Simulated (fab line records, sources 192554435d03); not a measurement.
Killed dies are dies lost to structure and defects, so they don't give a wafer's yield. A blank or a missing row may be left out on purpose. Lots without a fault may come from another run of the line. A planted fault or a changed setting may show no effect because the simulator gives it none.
fab line records | flow n5_finfet
record lots=7 wafers=39
route steps=1938 shown STI_FIN_REVEAL@183 SD_EPI_N@288 SD_EPI_P@323 SD_ACTIVATION@330 HKMG_FIN@403 MOL_CONTACT_COAG@559 BEOL_M0@721 BEOL_M2@887
start_h: hours from the record's first day to the start of the lot's first wafer shown | wait_h: hours since the lot's step before | " the same as in the row above | L1.1+2: a row that stands for several wafers | - no value, or no start given | * or withheld: withheld | < > ~ a bound
route shown NAME@n: a module of which the file shows steps, and the number in the route of the first | usual: mean/standard deviation of fault-free wafers | same: alike in all rows | chamber/n: place in a boat | sites: the reading at each site | _std_site: their standard deviation | _edge_site: outer sites' mean less inner sites' | radius_mm: how far each site lies from the wafer's centre | mask NAME#n: copy n | behind: the tool/chamber that last shaped the wafer | hold: why the lot was held/for how many hours/how that ended | device: the transistor (n, p or np) that didn't switch | end of line: the same wafers' tests at the end of the route | a step without rows: its recipe alone | killed: dies lost to structure and defects at the first sort, not the wafer's yield | map: a wafer's dies, x killed, . not, _ none there
set.NAME: the setting as run; set.NAME@STEP: as run at that earlier step | model.NAME: the simulator's own value behind a step, which no gauge read
lots whose settings were changed on purpose; a table a step, a row a wafer
## steps
# step N5_STI_FIN_REVEAL_ALD_00
# recipe material=SiO2 target_thk_a=10 temp_c=300 ald_precursor_family=BDEAS ald_co_reactant=O2-plasma pulse_time_s=1 pressure_torr=2
# columns lot.wafer tool chamber start_h wait_h set.target_thk_a model.SiO2_of_STI_FIN_REVEAL_ALD_00.thk_nm
L078.1+2+6 ald_sin-03 0,2,2 53.13 0.0 10 1
L078.3+4+5 " 3,1,1 " " 12.47 1.2
L082.1+4+5 ald_sin-04 1,3,1 77.22 0.0 6.518 0.6
L082.2+3+6 " 2,0,0 " " 10 1
L083.1+4+5 ald_sin-02 1,2,1 82.84 0.0 10 1
L088.1+2+3+4+5+6 ald_sin-03 1,3,2,0,0,3 113.14 0.0 10 1
L093.1+4 ald_sin-02 3,0 142.44 0.0 12.97 1.2
L093.2+3+5 " 1,2,0 " " 10 1
L093.6 " 1 " " 12.97 1.4
L094.1+2+5 ald_sin-04 0,1,0 151.32 0.6 4.772 0.4
L094.3+4+6 " 2,3,3 " " 10 1
L096.1+5+6 ald_sin-03 0,0,3 160.32 0.0 6.377 0.6
L096.2+3+4 " 2,3,1 " " 10 1
# step N5_SD_EPI_N_EPI_21
# recipe material=Si:P dopant=P temp_c=680 pressure_torr=255 time_s=690
# columns lot.wafer tool chamber start_h wait_h set.time_s model.Si-P_of_SD_EPI_N_EPI_21.thk_nm
L078.1 epi_rpcvd-01 0 76.73 0.2 690 59.6
L078.2 " 0 " " 690 58.2
L078.3+6 " 0 " " 690 58.4
L078.4 " 0 " " 690 58.6
L078.5 " 0 " " 690 59.2
L082.1 epi_rpcvd-03 0 98.67 0.1 690 58.8
L082.2 " 0 " " 690 58.6
L082.3 " 0 " " 903.5 71.8
L082.4 " 0 " " 903.5 71.2
L082.5 " 0 " " 690 59
L082.6 " 0 " " 903.5 70.6
L083.1 epi_rpcvd-03 0 104.86 0.1 690 58.8
L083.4 " 0 " " 690 59.4
L083.5 " 0 " " 690 59.6
L088.1 epi_rpcvd-04 0 135.76 0.1 286.9 26.6
L088.2+6 " 0 " " 286.9 26.4
L088.3 " 0 " " 690 59
L088.4 " 0 " " 690 58.8
L088.5 " 0 " " 690 58.4
L093.1+3 epi_rpcvd-03 0 164.20 0.1 690 57.8
L093.2 " 0 " " 690 58.2
L093.4+6 " 0 " " 690 58
L093.5 " 0 " " 690 57.6
L094.1 epi_rpcvd-04 0 173.53 0.2 690 59.4
L094.2 " 0 " " 584.4 53
L094.3 " 0 " " 690 58.4
L094.4 " 0 " " 584.4 53.8
L094.5 " 0 " " 690 59.2
L094.6 " 0 " " 584.4 53.2
L096.1 epi_rpcvd-04 0 184.78 0.1 690 59.8
L096.2 " 0 " " 1085 82.6
L096.3 " 0 " " 690 59.6
L096.4 " 0 " " 1085 82.2
L096.5 " 0 " " 690 60
L096.6 " 0 " " 1085 81.4
# step N5_SD_EPI_N_EPI_MEAS_23
# recipe mode=xrd
# usual thk_nm=58.7/1.2
# columns lot.wafer tool chamber start_h wait_h set.time_s@SD_EPI_N_EPI_21 thk_nm
L078.1 film_metro-02 - 79.00 1.9 690 59.7
L078.2 " - " " 690 59.0
L078.3 " - " " 690 59.7
L078.4 " - " " 690 58.2
L078.5 " - " " 690 60.0
L078.6 " - " " 690 57.7
L082.1 film_metro-02 - 100.39 1.4 690 57.6
L082.2 " - " " 690 57.3
L082.3 " - " " 903.5 70.5
L082.4 " - " " 903.5 71.9
L082.5 " - " " 690 56.7
L082.6 " - " " 903.5 68.7
L083.1 film_metro-01 - 106.59 1.5 690 58.5
L083.4 " - " " 690 57.7
L083.5 " - " " 690 58.5
L088.1 film_metro-01 - 137.48 1.5 286.9 26.5
L088.2 " - " " 286.9 26.1
L088.3 " - " " 690 59.6
L088.4 " - " " 690 58.9
L088.5 " - " " 690 57.4
L088.6 " - " " 286.9 26.8
L093.1 film_metro-02 - 165.92 1.4 690 57.6
L093.2 " - " " 690 59.2
L093.3 " - " " 690 56.5
L093.4 " - " " 690 56.2
L093.5 " - " " 690 56.9
L093.6 " - " " 690 57.2
L094.1 film_metro-02 - 175.81 1.9 690 59.4
L094.2 " - " " 584.4 53.7
L094.3 " - " " 690 59.5
L094.4 " - " " 584.4 53.4
L094.5 " - " " 690 57.4
L094.6 " - " " 584.4 53.2
L096.1 film_metro-02 - 186.50 1.4 690 61.2
L096.2 " - " " 1085 82.5
L096.3 " - " " 690 59.4
L096.4 " - " " 1085 83.1
L096.5 " - " " 690 60.4
L096.6 " - " " 1085 81.6
# step N5_SD_EPI_N_PRECLEAN_24
# recipe chemistry=O3/DIW time_s=60 temp_c=22 o3_ppm=10
# step N5_SD_EPI_N_SRD_25
# recipe time_s=30 temp_c=23 rinse_liquid=diw dry=ipa_marangoni
# step N5_SD_EPI_P_HM_STRIP_48
# recipe chemistry=H3PO4 temp_c=160 material=SiNx target=SiNx target_depth_a=30 overetch_fraction=0.3
# step N5_SD_EPI_P_SRD_49
# recipe dry=ipa_marangoni time_s=30 temp_c=23 rinse_liquid=diw
# step N5_SD_EPI_P_PRECLEAN_24
# recipe chemistry=O3/DIW time_s=45 temp_c=22 o3_ppm=10
# columns lot.wafer tool chamber start_h wait_h set.time_s@SD_EPI_N_EPI_21 model.Si-P_of_SD_EPI_N_EPI_21.thk_nm
L078.1 wet_bench-04 3 83.70 0.0 690 58.8
L078.2 " 1 " " 690 57.4
L078.3+6 " 4,5 " " 690 57.6
L078.4 " 2 " " 690 57.8
L078.5 " 6 " " 690 58.4
L082.1 wet_bench-04 3 107.47 0.0 690 58
L082.2 " 1 " " 690 57.8
L082.3 " 0 " " 903.5 70.8
L082.4 " 2 " " 903.5 70.2
L082.5 " 4 " " 690 58.2
L082.6 " 7 " " 903.5 69.6
L083.1 wet_bench-04 2 112.53 0.0 690 58
L083.4 " 0 " " 690 58.6
L083.5 " 1 " " 690 58.8
L088.1 wet_bench-02 2 143.02 0.0 286.9 26.2
L088.2+6 " 4,1 " " 286.9 26
L088.3+4 " 5,0 " " 690 58
L088.5 " 3 " " 690 57.6
L093.1+3 wet_bench-02 1,2 170.74 0.0 690 57
L093.2 " 6 " " 690 57.4
L093.4+6 " 3,5 " " 690 57.2
L093.5 " 4 " " 690 56.8
L094.1 wet_bench-04 7 180.53 0.0 690 58.6
L094.2 " 2 " " 584.4 52.2
L094.3 " 5 " " 690 57.6
L094.4 " 0 " " 584.4 53
L094.5 " 1 " " 690 58.4
L094.6 " 6 " " 584.4 52.6
L096.1 wet_bench-04 0 191.33 0.0 690 59
L096.2 " 4 " " 1085 81.4
L096.3 " 6 " " 690 58.6
L096.4 " 1 " " 1085 81
L096.5 " 5 " " 690 59.2
L096.6 " 7 " " 1085 80.4
# step N5_SD_EPI_P_PRECLEAN_32
# recipe chemistry=dHF time_s=10 dilution=500:1 temp_c=25
# step N5_SD_EPI_P_PRECLEAN_33
# recipe chemistry=SC2 time_s=45 temp_c=35 mix=1:1:50
# step N5_SD_ACTIVATION_RTA_00
# recipe temp_c=975 time_s=0 ambient=N2 idle_temp_c=600 ramp_up_c_per_s=150 ramp_down_c_per_s=60 cool_to_c=600
# step N5_SD_ACTIVATION_LSA_01
# recipe temp_c=1080 time_s=0.0008 ambient=N2
# step N5_SD_ACTIVATION_RS_MEAS_03
# recipe thk_meas_gauge=four-point-probe
# usual RS_SD_N=21.94/0.27 RS_SD_P=56.2/0.91
# columns lot.wafer tool chamber start_h wait_h set.time_s@SD_EPI_N_EPI_21 RS_SD_N[ohm/sq] RS_SD_P[ohm/sq]
L078.1 film_metro-01 - 84.42 0.2 690 21.68 54.9
L078.2 " - " " 690 22.53 55.4
L078.3 " - " " 690 21.92 55.0
L078.4 " - " " 690 22.04 55.0
L078.5 " - " " 690 21.74 55.4
L078.6 " - " " 690 22.48 54.7
L082.1 film_metro-01 - 107.98 0.2 690 21.82 55.5
L082.2 " - " " 690 21.95 55.8
L082.3 " - " " 903.5 17.61 56.2
L082.4 " - " " 903.5 18.10 55.6
L082.5 " - " " 690 21.80 56.0
L082.6 " - " " 903.5 18.10 56.1
L083.1 film_metro-01 - 113.03 0.2 690 22.06 56.8
L083.4 " - " " 690 22.05 57.0
L083.5 " - " " 690 21.65 56.2
L088.1 film_metro-02 - 143.64 0.2 286.9 47.90 56.3
L088.2 " - " " 286.9 48.95 55.5
L088.3 " - " " 690 21.70 54.8
L088.4 " - " " 690 22.04 55.2
L088.5 " - " " 690 22.14 54.8
L088.6 " - " " 286.9 49.03 54.6
L093.1 film_metro-01 - 171.24 0.2 690 22.50 57.9
L093.2 " - " " 690 22.26 58.0
L093.3 " - " " 690 22.44 58.2
L093.4 " - " " 690 22.25 57.2
L093.5 " - " " 690 22.47 57.9
L093.6 " - " " 690 22.49 58.8
L094.1 film_metro-01 - 181.06 0.2 690 21.59 56.8
L094.2 " - " " 584.4 24.42 56.2
L094.3 " - " " 690 21.97 56.9
L094.4 " - " " 584.4 24.06 56.7
L094.5 " - " " 690 21.79 57.4
L094.6 " - " " 584.4 24.39 56.2
L096.1 film_metro-02 - 191.83 0.2 690 21.47 57.0
L096.2 " - " " 1085 15.47 56.8
L096.3 " - " " 690 21.61 57.1
L096.4 " - " " 1085 15.60 57.0
L096.5 " - " " 690 21.41 55.9
L096.6 " - " " 1085 15.74 56.8
# step N5_HKMG_FIN_ETCH_55
# recipe chemistry=N2/H2 target=SOC target_depth_a=2400 temp_c=40 time_s=300 ion_energy_ev=200 mask_material=SiARC pressure_mtorr=30 source_w=840 bias_w=150 n2_flow_sccm=200 h2_flow_sccm=200
# columns lot.wafer tool chamber start_h wait_h set.time_s model.HKMG_FIN.feature_depth_nm model.etch.depth_nm model.SiARC_of_HKMG_FIN_COAT_42.thk_nm
L078.1 rie_diel-05 3 97.58 0.0 168.4 137.4 137.4 26.8
L078.2 " 2 " " 300 241.8 241.9 20.6
L078.3 " 1 " " 168.4 134.8 134.9 27.2
L078.4 " 0 " " 300 243.2 243.3 21.2
L078.5 " 0 " " 168.4 135.8 135.7 27.2
L078.6 " 3 " " 300 246.4 246.5 20.6
L082.1 rie_diel-03 0 122.07 0.0 300 248.8 248.8 20.6
L082.2 " 3 " " 391 319 319 16.8
L082.3 " 2 " " 300 247.2 247.2 20.8
L082.4 " 3 " " 300 241.8 241.8 21.2
L082.5 " 2 " " 391 323 323.1 16.2
L082.6 " 0 " " 391 325.6 325.6 16.4
L083.1 rie_diel-05 1 126.91 0.0 300 239.4 239.4 21.4
L083.4 " 2 " " 300 247.2 247.3 20.6
L083.5 " 2 " " 300 246.4 246.5 20.6
L088.1 rie_diel-03 1 157.23 0.0 300 248.4 248.4 20.2
L088.2 " 0 " " 300 246.4 246.5 20.6
L088.3 " 3 " " 300 241.4 241.4 20.8
L088.4 " 2 " " 300 245.8 245.8 20.6
L088.5 " 2 " " 300 247.2 247.2 20.4
L088.6 " 3 " " 300 239.8 239.8 21
L093.1 rie_diel-03 1 184.44 0.0 348.8 292 291.9 18
L093.2 " 0 " " 300 248.4 248.3 21
L093.3 " 2 " " 348.8 290.4 290.3 18.2
L093.4 " 3 " " 300 242 241.9 21.4
L093.5 " 2 " " 348.8 291.6 291.5 18.4
L093.6 " 1 " " 300 250.2 250.3 20.4
L094.1 rie_diel-06 2 196.37 0.0 300 232.2 232.2 22
L094.2 " 1 " " 300 244.8 244.7 20.8
L094.3 " 3 " " 167.4 132.6 132.5 27.2
L094.4 " 0 " " 300 230.8 230.8 21.4
L094.5 " 1 " " 167.4 136.6 136.7 27
L094.6 " 0 " " 167.4 129.2 129.3 27.2
L096.1 rie_diel-06 0 205.35 0.0 300 232 232 21.4
L096.2 " 3 " " 461.9 368 368 13.6
L096.3 " 2 " " 461.9 361.8 361.8 14.4
L096.4 " 1 " " 300 244.4 244.4 21
L096.5 " 3 " " 461.9 367 367 13.6
L096.6 " 0 " " 300 232.6 232.6 21.4
# step N5_MOL_CONTACT_COAG_ALD_27
# recipe material=SiOC target_thk_a=170 temp_c=400 ald_precursor_family=carbosiloxane ald_co_reactant=H2-plasma pulse_time_s=1.5 time_s=2720 purge_time_s=2 co_reactant_purge_time_s=2 ald_cycles=340 pressure_torr=2
# columns lot.wafer tool chamber start_h wait_h set.time_s model.SiOC_of_MOL_CONTACT_COAG_ALD_27.thk_nm
L078.1+6 ald_sin-01 0,3 119.92 0.0 1538 9.6
L078.2+3+4 " 3,2,1 " " 2720 17
L078.5 " 0 " " 1538 9.4
L082.1+2+3 ald_sin-02 3,2,0 143.73 0.0 3402 17
L082.4+5+6 " 1,1,0 " " 2720 17
L083.1 ald_sin-01 2 149.68 0.7 2720 16.8
L083.4+5 " 3,2 " " 2720 17
L088.1 ald_sin-04 2 180.32 0.0 2720 16.8
L088.2+5 " 3,2 " " 1849 11.4
L088.3+6 " 0,1 " " 2720 17
L088.4 " 1 " " 1849 11.6
L093.1+2 ald_sin-02 1,0 207.57 0.3 4171 17
L093.3+4+6 " 3,2,1 " " 2720 17
L093.5 " 0 " " 4171 16.8
L094.1+5 ald_sin-02 0,3 219.82 0.3 2720 16.8
L094.2+3+4 " 3,1,2 " " 1854 11.4
L094.6 " 2 " " 2720 17
L096.1+2+6 ald_sin-01 2,0,2 228.75 0.6 2720 17
L096.3+4+5 " 1,3,1 " " 3460 17
# step N5_BEOL_M0_TRENCH_ETCH_107
# recipe chemistry=C4F6/O2 target_depth_a=328 target=SiOC time_s=16.4 ion_energy_ev=250 pressure_mtorr=30 source_w=355 bias_w=185 Ar_flow_sccm=300 C4F6_flow_sccm=10 O2_flow_sccm=10
# columns lot.wafer tool chamber start_h wait_h set.target_depth_a model.BEOL_M0.feature_depth_nm model.TiN_of_BEOL_M0_SAQP_HM_DEP_02.thk_nm
L078.1+2 rie_diel-03 2,0 153.18 0.0 328 33.2 9.4
L078.3 " 3 " " 392.8 39.8 9
L078.4+6 " 3,2 " " 392.8 40 9
L078.5 " 0 " " 328 33.4 9.4
L082.1+4 rie_diel-03 3,0 161.47 0.0 328 33.4 9.4
L082.2 " 1 " " 328 34 9.4
L082.3 " 2 " " 328 33.4 9
L082.5+6 " 0,3 " " 328 33.4 9.2
L083.1+4 rie_diel-03 2,0 170.11 0.0 328 33 9.6
L083.5 " 3 " " 328 32.8 9.6
L088.1+5 rie_diel-06 0 202.88 0.0 223.6 21.6 10
L088.2 " 1 " " 223.6 22.6 9.8
L088.3 " 2 " " 328 32 9.6
L088.4 " 3 " " 328 32.4 9.6
L088.6 " 3 " " 328 32.2 9.6
L093.1+6 rie_diel-06 3 232.09 0.0 328 32.6 9.2
L093.2 " 2 " " 328 32.6 9.4
L093.3 " 1 " " 510.8 51.6 8.4
L093.4 " 2 " " 510.8 50.2 8.6
L093.5 " 1 " " 510.8 51.8 8.4
L094.1 rie_diel-05 2 239.08 0.0 416.1 42 9
L094.2 " 0 " " 328 32.6 9.6
L094.3 " 1 " " 416.1 41.2 9
L094.4 " 3 " " 416.1 43.4 8.8
L094.5 " 3 " " 328 34 9.4
L094.6 " 0 " " 328 32.6 9.4
L096.1 rie_diel-06 3 246.35 0.0 328 32.2 9.4
L096.2 " 0 " " 257.4 25.6 9.6
L096.3 " 2 " " 257.4 25.2 10
L096.4 " 1 " " 328 33 9.4
L096.5 " 3 " " 328 32.4 9.4
L096.6 " 2 " " 257.4 25.4 9.6
# step N5_BEOL_M0_STRIP_142
# recipe chemistry=N2/H2 time_s=10 power_w=450 temp_c=40 pressure_mtorr=20 rf_frequency_hz=6e+07 bias_power_w=7 n2_flow_sccm=200 h2_flow_sccm=200
# step N5_BEOL_M0_OCD_MEAS_108
# usual trench_depth_nm=33.1/0.66
# columns lot.wafer tool chamber start_h wait_h set.target_depth_a@BEOL_M0_TRENCH_ETCH_107 trench_depth_nm
L078.1 ocd-01 - 153.29 0.1 328 33.0
L078.2 " - " " 328 33.2
L078.3 " - " " 392.8 39.9
L078.4 " - " " 392.8 39.8
L078.5 " - " " 328 33.0
L078.6 " - " " 392.8 40.0
L082.1 ocd-01 - 161.57 0.1 328 33.7
L082.2 " - " " 328 34.1
L082.3 " - " " 328 33.5
L082.4 " - " " 328 33.5
L082.5 " - " " 328 33.0
L082.6 " - " " 328 33.4
L083.1 ocd-02 - 170.22 0.1 328 33.0
L083.4 " - " " 328 33.1
L083.5 " - " " 328 33.5
L088.1 ocd-01 - 202.98 0.1 223.6 21.8
L088.2 " - " " 223.6 22.6
L088.3 " - " " 328 31.6
L088.4 " - " " 328 32.5
L088.5 " - " " 223.6 21.5
L088.6 " - " " 328 32.0
L093.1 ocd-01 - 232.19 0.1 328 32.8
L093.2 " - " " 328 32.9
L093.3 " - " " 510.8 52.2
L093.4 " - " " 510.8 49.9
L093.5 " - " " 510.8 52.0
L093.6 " - " " 328 32.7
L094.1 ocd-02 - 239.18 0.1 416.1 42.3
L094.2 " - " " 328 32.7
L094.3 " - " " 416.1 41.1
L094.4 " - " " 416.1 42.4
L094.5 " - " " 328 34.0
L094.6 " - " " 328 33.1
L096.1 ocd-01 - 246.45 0.1 328 32.0
L096.2 " - " " 257.4 25.3
L096.3 " - " " 257.4 25.3
L096.4 " - " " 328 32.8
L096.5 " - " " 328 32.6
L096.6 " - " " 257.4 25.3
# step N5_BEOL_M2_VIA_ETCH_34
# recipe chemistry=C4F6/O2 target_depth_a=694 mask_material=SOC pressure_mtorr=15 ion_energy_ev=250 taper_deg=4 time_s=65.9 source_w=350 bias_w=170 Ar_flow_sccm=300 C4F6_flow_sccm=10 O2_flow_sccm=10
# columns lot.wafer tool chamber start_h wait_h set.time_s model.etch.depth_nm model.SOC_of_BEOL_M2_COAT_67.thk_nm
L078.1 rie_diel-05 1 175.11 0.0 65.9 68.25 51.8
L078.2+6 " 3 " " 65.9 72.22 51.4
L078.3 " 1 " " 65.9 68.35 51.8
L078.4 " 3 " " 65.9 72.46 51.4
L078.5 " 1 " " 65.9 68.22 51.6
L082.1 rie_diel-06 1 182.01 0.0 65.9 70.4 52.2
L082.2 " 0 " " 65.9 67.5 52
L082.3 " 3 " " 65.9 69.38 52
L082.4 " 1 " " 65.9 70.1 52.2
L082.5 " 0 " " 65.9 68.72 51.8
L082.6 " 3 " " 65.9 69.58 51.8
L083.1 rie_diel-03 1 186.06 0.0 65.9 71.77 51.4
L083.4 " 2 " " 65.9 70.49 51.8
L083.5 " 0 " " 65.9 70.81 51.4
L088.1 rie_diel-05 1 223.44 0.0 95.12 99.79 48.2
L088.2 " 2 " " 95.12 101.5 47.6
L088.3 " 0 " " 65.9 69.25 51.6
L088.4 " 3 " " 95.12 103.4 48
L088.5 " 2 " " 65.9 70.21 51.4
L088.6 " 3 " " 65.9 72.02 51.4
L093.1 rie_diel-06 1 250.57 0.0 34.44 36.36 55.8
L093.2 " 0 " " 34.44 36.12 55.8
L093.3 " 2 " " 34.44 35.54 55.8
L093.4 " 1 " " 65.9 69.34 52
L093.5 " 0 " " 65.9 69.75 51.6
L093.6 " 2 " " 65.9 67.13 52.2
L094.1 rie_diel-06 1 259.73 0.0 65.9 69.52 52
L094.2 " 3 " " 65.9 68.24 51.8
L094.3 " 0 " " 95.73 100.7 48
L094.4 " 2 " " 95.73 99.02 48.2
L094.5 " 3 " " 95.73 98.78 48.2
L094.6 " 2 " " 65.9 67.94 52
L096.1 rie_diel-06 2 263.12 0.0 65.9 67.91 52
L096.2 " 1 " " 86.32 91.86 49.4
L096.3 " 3 " " 65.9 68.84 51.4
L096.4 " 0 " " 86.32 90.72 49
L096.5 " 0 " " 86.32 91.49 49.2
L096.6 " 3 " " 65.9 68.01 51.8
## key
split step=N5_STI_FIN_REVEAL_ALD_00 setting=target_thk_a stated=10 by=wafer
response step=N5_STI_FIN_REVEAL_ALD_00 reading=model.SiO2_of_STI_FIN_REVEAL_ALD_00.thk_nm change=+0.0108 per=1% r=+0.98
split step=N5_SD_EPI_N_EPI_21 setting=time_s stated=690 by=wafer
response step=N5_SD_EPI_N_EPI_21 reading=model.Si-P_of_SD_EPI_N_EPI_21.thk_nm change=+0.461 per=1% r=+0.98
response step=N5_SD_EPI_N_EPI_MEAS_23 reading=thk_nm change=* per=1% r=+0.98
response step=N5_SD_EPI_P_PRECLEAN_24 reading=model.Si-P_of_SD_EPI_N_EPI_21.thk_nm change=+0.454 per=1% r=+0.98
response step=N5_SD_ACTIVATION_RS_MEAS_03 reading=RS_SD_N shape=bent at_lowest=48.63 at_stated=21.99 at_highest=15.61
split step=N5_HKMG_FIN_ETCH_55 setting=time_s stated=300 by=wafer
response step=N5_HKMG_FIN_ETCH_55 reading=model.HKMG_FIN.feature_depth_nm change=+2.42 per=1% r=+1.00
response step=N5_HKMG_FIN_ETCH_55 reading=model.etch.depth_nm change=+2.42 per=1% r=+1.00
response step=N5_HKMG_FIN_ETCH_55 reading=model.SiARC_of_HKMG_FIN_COAT_42.thk_nm change=-0.139 per=1% r=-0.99
split step=N5_MOL_CONTACT_COAG_ALD_27 setting=time_s stated=2720 by=wafer
response step=N5_MOL_CONTACT_COAG_ALD_27 reading=model.SiOC_of_MOL_CONTACT_COAG_ALD_27.thk_nm shape=bent at_lowest=9.533 at_stated=16.96 at_highest=16.93
split step=N5_BEOL_M0_TRENCH_ETCH_107 setting=target_depth_a stated=328 by=wafer
response step=N5_BEOL_M0_TRENCH_ETCH_107 reading=model.BEOL_M0.feature_depth_nm change=+0.333 per=1% r=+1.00
response step=N5_BEOL_M0_TRENCH_ETCH_107 reading=model.TiN_of_BEOL_M0_SAQP_HM_DEP_02.thk_nm change=-0.0149 per=1% r=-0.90
response step=N5_BEOL_M0_OCD_MEAS_108 reading=trench_depth_nm change=+0.329 per=1% r=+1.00
split step=N5_BEOL_M2_VIA_ETCH_34 setting=time_s stated=65.9 by=wafer
response step=N5_BEOL_M2_VIA_ETCH_34 reading=model.etch.depth_nm change=+0.697 per=1% r=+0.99
response step=N5_BEOL_M2_VIA_ETCH_34 reading=model.SOC_of_BEOL_M2_COAT_67.thk_nm change=-0.0816 per=1% r=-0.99
